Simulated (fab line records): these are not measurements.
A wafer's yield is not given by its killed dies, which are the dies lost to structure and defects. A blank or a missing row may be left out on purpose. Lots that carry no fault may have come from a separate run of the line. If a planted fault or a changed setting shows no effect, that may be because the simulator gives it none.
fab line records | flow n5Finfet | part 1 of 2: steps 1 to 24 of 30
record: lots: 5 wafers: 15 lastDay: 16
route steps=1938 shown MOL_CONTACT_COAG@629 BEOL_M0_SAQP@632
lots that met no fault: taken from a fault-free run of the same line
startH: hours from the record's first day to the start of the lot's first wafer shown | waitH: how many hours have passed since the lot's step before this one | " unchanged from the row above | L1.1+2: a row that stands for several wafers | - no value, or no start given | * or withheld: withheld | < > ~ a bound
route shown NAME@n: a module of which the file shows steps, and the number in the route of the first | usual: the fault-free wafers' mean and standard deviation | same: alike in all rows | chamber/n: place in a boat | sites: per-site readings | _std_site: the values' standard deviation | _edge_site: the outer-site mean with the inner-site mean subtracted | radiusMm: how far each site lies from the wafer's centre | mask NAME#n: copy n | behind: the last tool/chamber to shape the wafer | hold: reason for holding the lot/hours on hold/outcome of the hold | device: transistor that didn't switch, given as n, p or np | end of line: tests run on the same wafers once the route is complete | for a step that has no rows: nothing shown but its recipe | killed: dies that structure and defects cost at the first sort, which is not the same as the wafer's yield | map: a wafer's dies, marking killed ones x, the rest . and places with no die _
set.NAME: the setting the step ran with; set.NAME@STEP: the setting that earlier step ran with | model.NAME: the simulator's own value behind a step, which no gauge read
lots at selected steps of the route; one table per step, one row per wafer
services: from which hour (startH, from the record's first day; less than 0 if before it) a tool's chamber was out of use, for how many hours, and why
== steps ==
step: N5_MOL_CONTACT_COAG_ANNEAL_112
recipe: tempC: 400 timeS: 1800 ambient: HPD2 pressureAtm: 10
usual: wafer_temp_C_max: 402.9/0.53
columns lot.wafer tool chamber startH waitH wafer_temp_C_max
L081.3 hpAnneal-01 0 143.35 0.0 404.0
L081.4 " 0 " " 403.9
L081.6 " 0 " " 403.0
L083.2 hpAnneal-01 0 157.58 2.3 404.1
L083.4 " 0 " " 403.1
L083.6 " 0 " " 402.8
L088.1 hpAnneal-01 0 186.47 0.0 402.3
L088.3 " 0 " " 402.3
L088.5 " 0 " " 402.2
L089.1 hpAnneal-01 0 191.83 0.0 402.9
L089.3 " 0 " " 403.5
L089.5 " 0 " " 402.0
L090.1 hpAnneal-01 0 194.83 0.0 403.7
L090.2 " 0 " " 402.7
L090.4 " 0 " " 403.3
step: N5_MOL_CONTACT_COAG_INSPECT_97
recipe: inspectInstrument: darkfield mode: postAnneal
usual: rawDefectCount: 41/15
columns lot.wafer tool chamber startH waitH rawDefectCount
L081.3 defectInspect-01 - 146.41 0.1 53
L081.4 " - " " 38
L081.6 " - " " 53
L083.2 defectInspect-02 - 160.63 0.0 60
L083.4 " - " " 45
L083.6 " - " " 55
L088.1 defectInspect-01 - 189.50 0.0 37
L088.3 " - " " 54
L088.5 " - " " 39
L089.1 defectInspect-01 - 194.85 0.0 21
L089.3 " - " " 46
L089.5 " - " " 24
L090.1 defectInspect-01 - 197.85 0.0 39
L090.2 " - " " 20
L090.4 " - " " 59
step: N5_BEOL_M0_SAQP_PECVD_00
recipe: material: SiCN targetThkA: 80 tempC: withheld precursor: 3MS/NH3 pressureTorr: 3 rfW: 202 timeS: 14
usual: showerheadPlenumPTorr: 3.670/0.012 throttleValvePct: 9.1/0.47
columns lot.wafer tool chamber startH waitH showerheadPlenumPTorr throttleValvePct
L081.3 pecvd-03 0 146.70 0.1 3.677 8.3
L081.4 " 0 " " 3.680 8.5
L081.6 " 2 " " 3.673 8.2
L083.2 pecvd-04 1 160.94 0.2 3.684 9.0
L083.4 " 1 " " 3.681 8.8
L083.6 " 2 " " 3.653 9.7
L088.1 pecvd-02 0 189.83 0.2 3.666 9.5
L088.3 " 1 " " 3.659 9.4
L088.5 " 1 " " 3.656 9.2
L089.1 pecvd-04 2 195.19 0.2 3.648 9.6
L089.3 " 0 " " 3.664 9.1
L089.5 " 2 " " 3.652 9.8
L090.1 pecvd-03 0 198.19 0.2 3.672 8.5
L090.2 " 1 " " 3.685 9.2
L090.4 " 0 " " 3.674 8.1
step: N5_BEOL_M0_SAQP_ILD_DEP_01
recipe: material: SiOC targetThkA: 454.19 tempC: 350 precursor: DEMS/O2 pressureTorr: 5 rfW: 500 timeS: 8.7
usual: heaterPowerW: 511/71 showerheadPlenumPTorr: 5.699/0.014 throttleValvePct: 12.0/0.61
columns lot.wafer tool chamber startH waitH heaterPowerW showerheadPlenumPTorr throttleValvePct
L081.3 pecvd-03 0 146.73 0.0 493 5.694 11.3
L081.4 " 0 " " 492 5.701 11.1
L081.6 " 2 " " 348 5.706 11.3
L083.2 pecvd-04 1 160.96 0.0 546 5.717 11.9
L083.4 " 1 " " 572 5.689 11.7
L083.6 " 2 " " 537 5.671 12.7
L088.1 pecvd-02 0 189.86 0.0 479 5.683 12.5
L088.3 " 1 " " 489 5.689 12.4
L088.5 " 1 " " 498 5.685 12.9
L089.1 pecvd-04 2 195.22 0.0 503 5.668 12.8
L089.3 " 0 " " 669 5.722 12.0
L089.5 " 2 " " 510 5.675 12.8
L090.1 pecvd-03 0 198.22 0.0 531 5.705 11.2
L090.2 " 1 " " 622 5.710 12.3
L090.4 " 0 " " 509 5.709 11.1
step: N5_BEOL_M0_SAQP_HM_DEP_02
recipe: material: TiN targetThkA: 120 tempC: 25 chamberPressurePa: 0.49996
usual: throttleValvePct: 29.9/1.2
columns lot.wafer tool chamber startH waitH throttleValvePct
L081.3 pvdSputter-01 - 148.20 1.5 28.9
L081.4 " - " " 31.0
L081.6 " - " " 29.0
L083.2 pvdSputter-03 - 161.06 0.1 30.2
L083.4 " - " " 29.9
L083.6 " - " " 29.9
L088.1 pvdSputter-01 - 190.28 0.4 31.2
L088.3 " - " " 29.0
L088.5 " - " " 31.0
L089.1 pvdSputter-01 - 195.36 0.1 30.4
L089.3 " - " " 29.0
L089.5 " - " " 30.5
L090.1 pvdSputter-02 - 198.46 0.2 27.9
L090.2 " - " " 32.4
L090.4 " - " " 29.1
step: N5_BEOL_M0_SAQP_PECVD_03
recipe: material: SiCN targetThkA: 120 tempC: withheld precursor: 3MS/NH3 pressureTorr: 3 rfW: 202 timeS: 21.1
usual: showerheadPlenumPTorr: 3.669/0.01 throttleValvePct: 9.1/0.43
columns lot.wafer tool chamber startH waitH showerheadPlenumPTorr throttleValvePct
L081.3 pecvd-03 2 148.32 0.1 3.674 8.3
L081.4 " 2 " " 3.674 8.6
L081.6 " 1 " " 3.692 9.2
L083.2 pecvd-04 0 161.18 0.1 3.667 9.3
L083.4 " 1 " " 3.680 8.9
L083.6 " 2 " " 3.660 9.6
L088.1 pecvd-03 0 190.41 0.1 3.681 8.6
L088.3 " 0 " " 3.675 8.2
L088.5 " 0 " " 3.671 8.1
L089.1 pecvd-02 0 195.48 0.1 3.659 9.5
L089.3 " 2 " " 3.662 9.2
L089.5 " 1 " " 3.663 9.4
L090.1 pecvd-02 2 198.58 0.1 3.675 8.9
L090.2 " 1 " " 3.659 9.7
L090.4 " 1 " " 3.647 9.4
step: N5_BEOL_M0_SAQP_PECVD_96
recipe: material: a-Si targetThkA: 450 tempC: 350 precursor: SiH4/He pressureTorr: 3 rfW: 100 timeS: 45.2
usual: heaterPowerW: 656/75 showerheadPlenumPTorr: 5.69/0.04 throttleValvePct: 18.3/0.85
columns lot.wafer tool chamber startH waitH heaterPowerW showerheadPlenumPTorr throttleValvePct
L081.3 pecvd-03 2 148.35 0.0 537 5.70 16.8
L081.4 " 2 " " 534 5.70 16.9
L081.6 " 1 " " 772 5.75 18.3
L083.2 pecvd-04 0 161.21 0.0 721 5.67 18.6
L083.4 " 1 " " 670 5.68 17.8
L083.6 " 2 " " 668 5.63 19.4
L088.1 pecvd-03 0 190.46 0.0 624 5.71 16.8
L088.3 " 0 " " 614 5.71 16.6
L088.5 " 0 " " 614 5.71 16.8
L089.1 pecvd-02 0 195.51 0.0 570 5.66 19.3
L089.3 " 2 " " 630 5.70 18.3
L089.5 " 1 " " 600 5.64 19.2
L090.1 pecvd-02 2 198.61 0.0 627 5.69 18.3
L090.2 " 1 " " 638 5.63 19.1
L090.4 " 1 " " 627 5.64 18.9
step: N5_BEOL_M0_SAQP_PECVD_97
recipe: material: SiNx targetThkA: 230 tempC: 350 precursor: SiH4/NH3/N2 pressureTorr: 1.5 rfW: 300 timeS: 19.9
usual: heaterPowerW: 584/78 showerheadPlenumPTorr: 5.17/0.053 throttleValvePct: 40.2/1.9
columns lot.wafer tool chamber startH waitH heaterPowerW showerheadPlenumPTorr throttleValvePct
L081.3 pecvd-03 2 148.40 0.0 455 5.19 37.1
L081.4 " 2 " " 442 5.18 37.3
L081.6 " 1 " " 628 5.27 40.7
L083.2 pecvd-04 0 161.26 0.0 739 5.16 40.6
L083.4 " 1 " " 609 5.17 39.4
L083.6 " 2 " " 636 5.09 42.4
L088.1 pecvd-03 0 190.53 0.0 585 5.21 37.0
L088.3 " 0 " " 585 5.21 37.0
L088.5 " 0 " " 564 5.21 37.0
L089.1 pecvd-02 0 195.55 0.0 496 5.14 41.8
L089.3 " 2 " " 553 5.18 39.6
L089.5 " 1 " " 551 5.10 42.1
L090.1 pecvd-02 2 198.65 0.0 581 5.18 39.6
L090.2 " 1 " " 489 5.11 42.0
L090.4 " 1 " " 478 5.10 42.1
step: N5_BEOL_M0_SAQP_PECVD_04
recipe: material: a-Si targetThkA: 600 tempC: 350 precursor: SiH4/He pressureTorr: 3 rfW: 100 timeS: 60.2
usual: heaterPowerW: 658/72 showerheadPlenumPTorr: 5.69/0.038 throttleValvePct: 18.3/0.84
columns lot.wafer tool chamber startH waitH heaterPowerW showerheadPlenumPTorr throttleValvePct
L081.3 pecvd-03 2 148.43 0.0 557 5.70 17.0
L081.4 " 2 " " 585 5.70 17.0
L081.6 " 1 " " 753 5.77 18.3
L083.2 pecvd-04 0 161.30 0.0 758 5.68 18.5
L083.4 " 1 " " 692 5.69 18.0
L083.6 " 2 " " 705 5.62 19.1
L088.1 pecvd-03 0 190.59 0.0 652 5.70 16.9
L088.3 " 0 " " 653 5.71 16.8
L088.5 " 0 " " 662 5.73 16.9
L089.1 pecvd-02 0 195.59 0.0 606 5.65 19.4
L089.3 " 2 " " 636 5.69 18.1
L089.5 " 1 " " 626 5.64 19.2
L090.1 pecvd-02 2 198.69 0.0 583 5.71 18.3
L090.2 " 1 " " 634 5.64 19.1
L090.4 " 1 " " 635 5.64 19.0
step: N5_BEOL_M0_SAQP_THK_MEAS_05
usual: thkNm: 59.9/0.94
columns lot.wafer tool chamber startH waitH thkNm
L081.3 filmMetro-01 - 148.53 0.1 60.3
L081.4 " - " " 61.0
L081.6 " - " " 59.8
L083.2 filmMetro-01 - 161.39 0.1 58.7
L083.4 " - " " 59.7
L083.6 " - " " 60.0
L088.1 filmMetro-02 - 190.71 0.1 60.0
L088.3 " - " " 59.7
L088.5 " - " " 59.9
L089.1 filmMetro-01 - 195.69 0.1 59.7
L089.3 " - " " 59.7
L089.5 " - " " 61.4
L090.1 filmMetro-01 - 198.79 0.1 59.2
L090.2 " - " " 60.4
L090.4 " - " " 61.8
step: N5_BEOL_M0_SAQP_HM_DEP_111
recipe: material: SiO2 targetThkA: 120 tempC: 400 precursor: SiH4/N2O pressureTorr: 0.75 rfW: 275 timeS: 7.2
usual: heaterPowerW: 813/87 showerheadPlenumPTorr: 8.19/0.1
columns lot.wafer tool chamber startH waitH heaterPowerW showerheadPlenumPTorr
L081.3 pecvd-02 0 148.57 0.0 754 8.16
L081.4 " 2 " " 802 8.21
L081.6 " 1 " " 712 8.05
L083.2 pecvd-02 1 161.43 0.0 724 8.08
L083.4 " 1 " " 750 8.07
L083.6 " 1 " " 754 8.06
L088.1 pecvd-02 0 190.75 0.0 833 8.16
L088.3 " 1 " " 684 8.06
L088.5 " 1 " " 694 8.06
L089.1 pecvd-04 2 195.73 0.0 870 8.04
L089.3 " 1 " " 747 8.23
L089.5 " 2 " " 889 8.05
L090.1 pecvd-02 0 198.83 0.0 733 8.17
L090.2 " 2 " " 815 8.23
L090.4 " 1 " " 818 8.06
step: N5_BEOL_M0_SAQP_COAT_81
recipe: resist: SOC tempC: 250 timeS: 60 spinRpm: 1500 resistThkNm: 100
columns lot.wafer tool chamber startH waitH
L081.3+4+6 lithoTrack-01 0 148.64 0.1
L083.2+4+6 lithoTrack-01 0 161.53 0.1
L088.1+3+5 lithoTrack-03 0 190.83 0.1
L089.1+3+5 lithoTrack-04 0 195.80 0.1
L090.1+2+4 lithoTrack-03 0 198.90 0.1
step: N5_BEOL_M0_SAQP_COAT_82
recipe: resist: SiARC tempC: 220 timeS: 60 spinRpm: 1500 resistThkNm: 30
columns lot.wafer tool chamber startH waitH
L081.3+4+6 lithoTrack-01 0 - -
L083.2+4+6 lithoTrack-01 0 - -
L088.1+3+5 lithoTrack-03 0 - -
L089.1+3+5 lithoTrack-04 0 - -
L090.1+2+4 lithoTrack-03 0 - -
step: N5_BEOL_M0_SAQP_COAT_08
recipe: resist: CAR-ArF spinRpm: 1500 resistThkNm: 90
columns lot.wafer tool chamber startH waitH
L081.3+4+6 lithoTrack-01 0 - -
L083.2+4+6 lithoTrack-01 0 - -
L088.1+3+5 lithoTrack-03 0 - -
L089.1+3+5 lithoTrack-04 0 - -
L090.1+2+4 lithoTrack-03 0 - -
step: N5_BEOL_M0_SAQP_EBR_10
recipe: solvent: PGMEA ebrWidthMm: 1.5
columns lot.wafer tool chamber startH waitH
L081.3+4+6 lithoTrack-01 0 - -
L083.2+4+6 lithoTrack-01 0 - -
L088.1+3+5 lithoTrack-03 0 - -
L089.1+3+5 lithoTrack-04 0 - -
L090.1+2+4 lithoTrack-03 0 - -
step: N5_BEOL_M0_SAQP_SOFTBAKE_09
recipe: tempC: 110 timeS: 60 resist: CAR-ArF
columns lot.wafer tool chamber startH waitH
L081.3+4+6 lithoTrack-01 0 - -
L083.2+4+6 lithoTrack-01 0 - -
L088.1+3+5 lithoTrack-03 0 - -
L089.1+3+5 lithoTrack-04 0 - -
L090.1+2+4 lithoTrack-03 0 - -
step: N5_BEOL_M0_SAQP_EXPOSE_11
recipe: maskId: M0_CORE na: 1.35 sourceShape: dipole sigmaInner: 0.538 sigmaOuter: 0.738 polarization: te targetCdNm: 42 doseMj: 55
usual: reticleTempC: 22.99/0.11
columns lot.wafer tool chamber startH waitH mask reticleTempC
L081.3 arfiScanner-02 0 148.90 - M0_CORE#0 22.96
L081.4 " 0 " " M0_CORE#0 22.86
L081.6 " 0 " " M0_CORE#0 22.89
L083.2 arfiScanner-01 0 161.78 - M0_CORE#0 23.20
L083.4 " 0 " " M0_CORE#0 22.90
L083.6 " 0 " " M0_CORE#0 22.95
L088.1 arfiScanner-02 0 190.94 - M0_CORE#0 23.14
L088.3 " 0 " " M0_CORE#0 22.91
L088.5 " 0 " " M0_CORE#0 23.17
L089.1 arfiScanner-02 0 195.92 - M0_CORE#0 22.99
L089.3 " 0 " " M0_CORE#0 23.04
L089.5 " 0 " " M0_CORE#0 22.87
L090.1 arfiScanner-02 0 199.02 - M0_CORE#0 23.00
L090.2 " 0 " " M0_CORE#0 22.99
L090.4 " 0 " " M0_CORE#0 22.90
step: N5_BEOL_M0_SAQP_PEB_12
recipe: pebTempC: withheld pebTimeS: 60 resist: CAR-ArF
columns lot.wafer tool chamber startH waitH
L081.3+4+6 lithoTrack-01 0 148.95 0.0
L083.2+4+6 lithoTrack-01 0 161.83 0.0
L088.1+3+5 lithoTrack-03 0 191.00 0.1
L089.1+3+5 lithoTrack-04 0 195.98 0.1
L090.1+2+4 lithoTrack-01 0 199.08 0.1
step: N5_BEOL_M0_SAQP_DEVELOP_13
recipe: developTimeS: 30 developer: TMAH resist: CAR-ArF devTempC: 23 rinseLiquid: diw dry: airSpin
columns lot.wafer tool chamber startH waitH
L081.3+4+6 lithoTrack-01 0 - -
L083.2+4+6 lithoTrack-01 0 - -
L088.1+3+5 lithoTrack-03 0 - -
L089.1+3+5 lithoTrack-04 0 - -
L090.1+2+4 lithoTrack-01 0 - -
step: N5_BEOL_M0_SAQP_CD_MEAS_14
recipe: targetCdNm: 42.5 landingEnergyEv: 500 detector: seInlens
usual: cdNm: 42.3/0.43
columns lot.wafer tool chamber startH waitH cdNm
L081.3 cdSem-02 0 149.02 - 42.5
L081.4 " 0 " " 43.0
L081.6 " 0 " " 42.7
L083.2 cdSem-01 0 161.90 - 41.8
L083.4 " 0 " " 41.8
L083.6 " 0 " " 42.4
L088.1 cdSem-03 0 191.07 - 42.3
L088.3 " 0 " " 42.1
L088.5 " 0 " " 42.2
L089.1 cdSem-01 0 196.05 - 42.7
L089.3 " 0 " " 43.2
L089.5 " 0 " " 43.2
L090.1 cdSem-02 0 199.15 - 42.4
L090.2 " 0 " " 41.7
L090.4 " 0 " " 41.7
step: N5_BEOL_M0_SAQP_OVL_MEAS_15
recipe: pointsPerWafer: 44
usual: M0_CORE_OVL: 0.0/0.74
same: pointsPerWafer: 44
columns lot.wafer tool chamber startH waitH M0_CORE_OVL[nm]
L081.3 overlay-02 0 149.04 0.0 0.3
L081.4 " 0 " " -1.1
L081.6 " 0 " " -0.5
L083.2 overlay-02 0 161.93 0.0 0.1
L083.4 " 0 " " -0.3
L083.6 " 0 " " -1.4
L088.1 overlay-01 0 191.10 0.0 -1.0
L088.3 " 0 " " -1.3
L088.5 " 0 " " -0.9
L089.1 overlay-02 0 196.08 0.0 0.4
L089.3 " 0 " " -0.1
L089.5 " 0 " " -0.4
L090.1 overlay-02 0 199.18 0.0 1.9
L090.2 " 0 " " 0.1
L090.4 " 0 " " -0.3
step: N5_BEOL_M0_SAQP_INSPECT_16
recipe: mode: adi inspectInstrument: brightfield
usual: rawDefectCount: 481/130
columns lot.wafer tool chamber startH waitH rawDefectCount
L081.3 defectInspect-01 - 149.07 0.0 831
L081.4 " - " " 827
L081.6 " - " " 980
L083.2 defectInspect-01 - 161.95 0.0 410
L083.4 " - " " 468
L083.6 " - " " 433
L088.1 defectInspect-02 - 191.13 0.0 348
L088.3 " - " " 443
L088.5 " - " " 409
L089.1 defectInspect-02 - 196.10 0.0 262
L089.3 " - " " 350
L089.5 " - " " 368
L090.1 defectInspect-02 - 199.20 0.0 514
L090.2 " - " " 378
L090.4 " - " " 467
step: N5_BEOL_M0_SAQP_DESCUM_19
recipe: chemistry: O2 timeS: 7.9 sourcePowerW: 50 biasPowerW: 20 pressureMtorr: 20 rfFrequencyHz: 2.712e+07 tempC: 40 resist: CAR-ArF o2FlowSccm: 225
usual: drypumpMotorCurrentA: 5.8/0.45 o2FlowSccm: 225.0/0.66 oesProductAu: 0.79/0.064 rfVppV: 243.1/1.3 showerheadPlenumPTorr: 2.10/0.048 throttleValvePct: 20.39/0.23
columns lot.wafer tool chamber startH waitH drypumpMotorCurrentA o2FlowSccm oesProductAu rfHoursCounterH rfVppV showerheadPlenumPTorr throttleValvePct
L081.3 rieDiel-05 3 149.10 0.0 6.4 226.2 0.85 75 242.1 2.06 20.73
L081.4 " 0 " " 5.8 224.3 0.72 215 243.6 2.05 20.27
L081.6 " 2 " " 5.9 225.7 0.83 - 243.2 2.13 20.22
L083.2 rieDiel-05 0 161.99 0.0 5.8 224.6 0.71 218 241.4 2.05 20.25
L083.4 " 2 " " 5.9 226.3 0.82 92 244.6 2.13 20.23
L083.6 " 0 " " 5.8 224.9 0.72 - 244.5 2.04 20.27
L088.1 rieDiel-05 0 191.44 0.3 5.8 225.1 0.71 224 242.4 2.04 20.27
L088.3 " 2 " " 5.9 226.3 0.80 102 244.0 2.12 20.26
L088.5 " 1 " " 5.6 223.6 0.75 - 245.3 2.16 20.21
L089.1 rieDiel-02 3 196.14 0.0 5.4 225.5 0.76 167 242.4 2.09 20.66
L089.3 " 2 " " 6.4 224.4 0.71 168 241.8 2.12 20.77
L089.5 " 1 " " 5.7 225.6 0.80 - 241.3 2.02 20.27
L090.1 rieDiel-05 0 199.30 0.1 5.8 224.7 0.72 227 242.4 2.04 20.27
L090.2 " 3 " " 6.4 226.0 0.83 91 240.8 2.05 20.75
L090.4 " 2 " " 5.9 224.9 0.81 105 243.2 2.12 20.27
step: N5_BEOL_M0_SAQP_ETCH_83
recipe: chemistry: CF4 target: SiARC targetDepthA: 390 maskMaterial: CAR-ArF timeS: 65 ionEnergyEv: 80 pressureMtorr: 40 sourceW: 545 biasW: 36 Ar_flow_sccm: 100 cf4FlowSccm: 100 ends: cleared
usual: biasW: 36.02/0.11 drypumpMotorCurrentA: 5.8/0.46 etchRfOnTimeS: 64.3/1.6 oesProductAu: 0.68/0.061 rfVppV: 184.0/1.1 showerheadPlenumPTorr: 2.14/0.047 throttleValvePct: 15.52/0.22
columns lot.wafer tool chamber startH waitH biasW drypumpMotorCurrentA etchRfOnTimeS oesProductAu rfHoursCounterH rfVppV showerheadPlenumPTorr throttleValvePct
L081.3 rieDiel-05 3 149.14 0.0 36.11 6.4 63.8 0.71 75 183.9 2.10 15.77
L081.4 " 0 " " 36.06 5.9 67.3 0.61 215 183.3 2.12 15.67
L081.6 " 2 " " 36.01 5.8 63.4 0.71 - 184.0 2.17 15.39
L083.2 rieDiel-05 0 162.02 0.0 36.23 5.8 66.6 0.61 218 184.1 2.12 15.70
L083.4 " 2 " " 36.11 5.9 63.1 0.72 92 184.1 2.16 15.41
L083.6 " 0 " " 36.20 5.8 66.8 0.60 - 184.4 2.12 15.71
L088.1 rieDiel-05 0 191.47 0.0 36.00 5.8 66.4 0.60 224 183.5 2.12 15.69
L088.3 " 2 " " 35.80 5.9 63.2 0.70 102 184.4 2.16 15.43
L088.5 " 1 " " 35.86 5.7 64.3 0.63 - 185.1 2.21 15.43
L089.1 rieDiel-02 3 196.17 0.0 36.14 5.4 66.9 0.63 167 183.3 2.10 15.68
L089.3 " 2 " " 36.02 6.4 66.8 0.60 168 184.2 2.13 15.80
L089.5 " 1 " " 36.03 5.7 64.1 0.69 - 182.4 2.07 15.45
L090.1 rieDiel-05 0 199.34 0.0 36.01 5.8 66.0 0.60 227 184.4 2.12 15.71
L090.2 " 3 " " 36.25 6.4 64.0 0.69 91 182.2 2.10 15.82
L090.4 " 2 " " 35.71 5.9 62.2 0.71 105 183.5 2.16 15.44
